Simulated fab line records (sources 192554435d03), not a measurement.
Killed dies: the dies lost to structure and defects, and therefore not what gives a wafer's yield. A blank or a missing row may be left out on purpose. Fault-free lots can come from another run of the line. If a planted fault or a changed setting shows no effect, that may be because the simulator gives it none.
Comparing a struck lot with a sound one / flow n5-finfet / 36 steps out of a route of 1938
Sound: wafers L825.2, L825.5, L825.6. Struck: wafer L821.3; the same lot's L821.5 was not struck, so it is left out; see the end for the cause.
Order at every step that has rows: each side's tool, ch and its chambers, its first start. Under that, the readings that differ: sound wafers / struck wafers / difference of the means / sigmas: that difference in standard deviations of wafers without a fault.
alike: readings whose means differ by less than 2 such deviations, and words and numbers that are the same on both sides. not compared: withheld readings, readings that some wafer has no value for, bounds like >300 that may hide the same value, and numbers for which the record gives no deviation and whose values overlap.
A row with sigmas, a row that says differs or no value, or rows on one side alone: a step with any of these is where the two part. When numbers do not overlap yet have no deviation, they are printed without sigmas and do not part them. A reading missing from all wafers of one side parts the sides only when that side holds two or more wafers.

first, 9 steps without rows for these wafers: N5_BEOL_M4_ANNEAL_95 (time 240 s); N5_BEOL_M4_SPUTTER_96 (material Cu, target thk 4.5 nm, time 8.29 s); N5_BEOL_M4_ECD_50 (material Cu, target thk 300 nm); N5_BEOL_M4_ANNEAL_51 (time 90 s); N5_BEOL_M4_CMP_52 (polishes, stops on SiOC, t overpolish 6.8 s, target thk 40 nm); N5_BEOL_M4_PRE_CLEAN_60 (time 15 s); N5_BEOL_M4_CO_CAP_55 (material Co, precursor CCTBA/H2, target thk 2 nm, time 102.1 s); N5_BEOL_M4_PRE_CLEAN_56 (time 15 s); N5_BEOL_M4_DEP_57 (deposits SiCN from 3MS/NH3, target thk 8 nm, time 14 s).
N5_BEOL_M4_RC_MEAS_101:
  sound on prober-01 ch 0, day 11 22:40; struck on prober-01 ch 0, day 11 02:27
  alike: DIBL_N, DIBL_P, IOFF_N, IOFF_P, ION_N, ION_P, SS_N, SS_P, VT_N, VT_P
then, 24 steps without rows for these wafers: N5_BEOL_M5_ILD_DEP_00 (deposits SiCOH lowk from DEMS/porogen, target thk 140.64 nm, time 25.9 s); N5_BEOL_M5_CURE_79 (cures SiCOH lowk, time 240 s); N5_BEOL_M5_PECVD_70 (deposits SiO2 from TEOS/O2, target thk 16 nm, time 18 s); N5_BEOL_M5_HM_DEP_02 (deposits TiN, target thk 20 nm); N5_BEOL_M5_COAT_59 (time 60 s, resist thk 60 nm); N5_BEOL_M5_COAT_60 (time 60 s, resist thk 12 nm); N5_BEOL_M5_COAT_71 (time 60 s, resist thk 5 nm); N5_BEOL_M5_COAT_05 (resist thk 30 nm); N5_BEOL_M5_EBR_07; N5_BEOL_M5_SOFTBAKE_06 (time 60 s); N5_BEOL_M5_EXPOSE_08 (exposes mask M5, target cd 28 nm); N5_BEOL_M5_PEB_09 (peb time 60 s); N5_BEOL_M5_DEVELOP_10 (develop time 30 s); N5_BEOL_M5_DESCUM_16 (chemistry O2, time 7 s); N5_BEOL_M5_ETCH_72 (etches underlayer in N2/H2, target depth 6.5 nm, time 5.2 s); N5_BEOL_M5_ETCH_61 (etches SiARC in CF4, target depth 15.6 nm, time 26 s); N5_BEOL_M5_ETCH_62 (etches SOC in N2/H2, target depth 75 nm, overetch 15 nm, time 112.5 s); N5_BEOL_M5_STRIP_63 (strips in N2/H2); N5_BEOL_M5_STRIP_73 (strips in N2/H2); N5_BEOL_M5_STRIP_64 (strips in CF4); N5_BEOL_M5_HM_OPEN_17 (chemistry Cl2/BCl3, target TiN, target depth 20 nm, overetch 6 nm); N5_BEOL_M5_STRIP_19 (strips in O2); N5_BEOL_M5_COAT_65 (time 60 s, resist thk 60 nm); N5_BEOL_M5_COAT_66 (time 60 s, resist thk 12 nm).
-- record jumps: 4 days separate the struck wafers' starts on either side; left off in module BEOL_M5, taken up again in module BEOL_M15, whose first shown step is the route's number 1821 --
N5_BEOL_M15_SPUTTER_45: material Cu, target thk 100 nm, time 16.67 s.
  sound on pvd-sputter-01 at day 15 23:45; struck on pvd-sputter-02 at day 14 14:41
  alike: bias-v, cathode-dc-power-W, throttle-valve-pct
N5_PASSIVATION_PROBE_49:
  record: rows for the struck wafers here (prober-02, day 15 07:07), none for the sound ones

WHERE THEY PART
At N5_PASSIVATION_PROBE_49 and nowhere else, as far as this record goes.

WHY: the cause the simulator had injected
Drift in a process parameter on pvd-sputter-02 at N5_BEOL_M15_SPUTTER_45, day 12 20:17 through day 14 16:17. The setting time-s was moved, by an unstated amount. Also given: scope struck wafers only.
